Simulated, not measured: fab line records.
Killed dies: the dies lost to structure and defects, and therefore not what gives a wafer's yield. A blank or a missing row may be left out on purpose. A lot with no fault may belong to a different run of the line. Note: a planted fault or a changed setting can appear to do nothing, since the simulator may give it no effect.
Matching of chambers	flow n5Finfet	N5_FIN_SAQP_STRIP_77 on rieDiel-01: 4 sister chambers
The step strips in N2/H2, time 90 s. 14 wafers are shown with their chamber, then 7 later ones without.

WAFERS PAIRED WITH THEIR CHAMBERS
wafer	chamber	drypumpMotorCurrentA (A)	showerheadPlenumPTorr (Torr)	oesProductAu (a.u.)
L082.2	1	5.9	3.55	0.84
L082.4	3	5.1	3.20	0.66
L082.6	0	6.2	3.39	0.83
L084.1	0	6.2	3.39	0.82
L084.3	3	5.2	3.19	0.66
L084.4	2	6.2	3.45	0.70
L086.1	0	6.2	3.39	0.81
L086.2	2	6.2	3.44	0.69
L086.5	1	5.9	3.54	0.84
L091.2	3	5.1	3.19	0.66
L091.4	1	5.9	3.54	0.82
L091.6	1	5.9	3.54	0.83
L092.2	0	6.2	3.38	0.81
L092.5	3	5.2	3.19	0.65

SIGNATURES (means of the wafers above)
reading	chamber 0	chamber 1	chamber 2	chamber 3	scatter within a chamber
drypumpMotorCurrentA	6.200	5.900	6.200	5.150	0.0316
showerheadPlenumPTorr	3.3875	3.5425	3.4450	3.1925	0.00524
oesProductAu	0.8175	0.8325	0.6950	0.6575	0.00822
Rule: for a wafer and a chamber, the distance is found by dividing, reading by reading, the gap between the wafer's reading and the chamber's mean by the reading's scatter, squaring, summing and taking the root. The wafer belongs to the nearest chamber; if the next one is less than 2 further off, it can't be placed. The scatter: the root of (the sum of the squares of (reading less its chamber's mean) over the shown wafers, divided by (wafers less chambers)).

WAFERS WITHOUT THEIR CHAMBER
wafer	drypumpMotorCurrentA (A)	showerheadPlenumPTorr (Torr)	oesProductAu (a.u.)
L092.6	6.2	3.38	0.80
L093.3	5.1	3.18	0.65
L093.4	6.2	3.38	0.81
L093.5	5.1	3.18	0.65
L094.4	5.9	3.53	0.81
L094.5	6.2	3.38	0.80
L094.6	5.1	3.18	0.65

THE CHAMBER EACH PASSED THROUGH
wafer	from the rows above	in truth
L092.6	0	0
L093.3	3	3
L093.4	0	0
L093.5	3	3
L094.4	1	1
L094.5	0	0
L094.6	3	3
Placed correctly: 7 of 7. Number that these rows cannot place: 0. Placed wrongly: 0.
